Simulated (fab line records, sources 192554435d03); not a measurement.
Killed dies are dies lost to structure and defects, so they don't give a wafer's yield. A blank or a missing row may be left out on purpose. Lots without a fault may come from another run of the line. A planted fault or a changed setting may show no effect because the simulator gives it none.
A struck lot beside a sound one | flow n5_finfet | 14 steps out of a route of 1938
Sound: wafers L562.2, L562.4, L562.6. Struck: wafers L565.1, L565.2, L565.6. The cause comes at the end.
At each step with rows: each side's tool, then ch and its chambers, then its first start. Under that, the readings that differ: sound wafers | struck wafers | difference of the means | sigmas: that difference in standard deviations of wafers without a fault.
alike: readings whose means differ by less than 2 such deviations, and words and numbers that are the same on both sides. not compared: withheld readings, readings that some wafer has no value for, bounds like >300 that may hide the same value, and numbers for which the record gives no deviation and whose values overlap.
The two part at a step that has a row with sigmas, a row that says differs or no value, or rows on one side only. Numbers that don't overlap but have no deviation are shown without sigmas and don't part them. A reading that every wafer of one side lacks parts them only if that side has two wafers or more.

N5_BEOL_M12_PRE_CLEAN_42: time 30 s.
  sound on pvd_sputter-01, day 12 16:41; struck on pvd_sputter-03, day 13 08:08
  alike: heater_power_w
then, 2 steps without rows for these wafers: N5_BEOL_M12_SPUTTER_43 (material TaN, target thk 15 nm, time 24.19 s); N5_BEOL_M12_SPUTTER_44 (material Ta, target thk 10 nm, time 16.13 s).
N5_BEOL_M12_SPUTTER_45: material Cu, target thk 80 nm, time 13.33 s.
  sound on pvd_sputter-01, day 12 16:53; struck on pvd_sputter-03, day 13 08:20
  alike: throttle_valve_pct
then, 1 step without rows for these wafers: N5_BEOL_M12_ECD_47 (material Cu, target thk 720 nm).
N5_BEOL_M12_ANNEAL_48: time 90 s.
  sound on rtp_anneal-02 ch 0, day 12 17:11; struck on rtp_anneal-01 ch 0, day 13 08:37
  alike: wafer_temp_C_max
N5_BEOL_M12_CMP_49: polishes, stops on SiOC, t overpolish 20.6 s, target thk 320 nm.
  sound on cmp-03 ch 1,3, day 12 17:29; struck on cmp-02 ch 0,1, day 13 08:58
  alike: barrier_field_endpoint_s, motor_current_A, overpolish_run_s, slurry_flow_ml_min
  not compared: pad_life_wafers
N5_BEOL_M12_THK_MEAS_50: measures by xrf.
  sound on film_metro-01, day 12 17:45; struck on film_metro-01, day 13 09:13
  alike: M12_THK
then, 1 step without rows for these wafers: N5_BEOL_M12_PRE_CLEAN_52 (time 15 s).
N5_BEOL_M12_DEP_53: deposits SiCN from 3MS/NH3, target thk 30 nm, time 10.5 s.
  sound on pecvd-01 ch 0,1,2, day 12 17:49; struck on pecvd-01 ch 1,2, day 13 09:16
  alike: rf_fwd_power_W, showerhead_plenum_p_Torr, throttle_valve_pct
N5_BEOL_M12_RS_MEAS_54: measures by four-point-probe.
  sound on film_metro-01, day 12 17:53; struck on film_metro-01, day 13 09:20
  alike: M12_RS
N5_BEOL_M12_INSPECT_55: inspects for defects (darkfield).
  sound on defect_inspect-02, day 12 17:54; struck on defect_inspect-02, day 13 09:22
  alike: raw_defect_count
N5_BEOL_M13_ILD_DEP_00: deposits SiOC from DEMS/O2, target thk 837.92 nm, time 166.4 s.
  sound on pecvd-04 ch 1,2, day 12 17:56; struck on pecvd-04 ch 0,2, day 13 09:24
  reading              | sound                | struck               | difference | sigmas
  susceptor_temp_C (C) | 349.78 349.45 349.83 | 346.79 347.30 347.12 | -2.62      | -12
  alike: heater_power_w, rf_fwd_power_W, showerhead_plenum_p_Torr, throttle_valve_pct
N5_BEOL_M13_THK_MEAS_01:
  sound on film_metro-02, day 12 18:05; struck on film_metro-02, day 13 09:33
  alike: M13_ILD_THK

WHERE THEY PART
Only at N5_BEOL_M13_ILD_DEP_00, within this record. Later steps at which nothing parts them and some readings are alike: N5_BEOL_M13_THK_MEAS_01.

WHY: what the simulator had put in
Process parameter drift: pecvd-04, from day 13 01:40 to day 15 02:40, at N5_BEOL_M13_ILD_DEP_00. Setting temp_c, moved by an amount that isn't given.
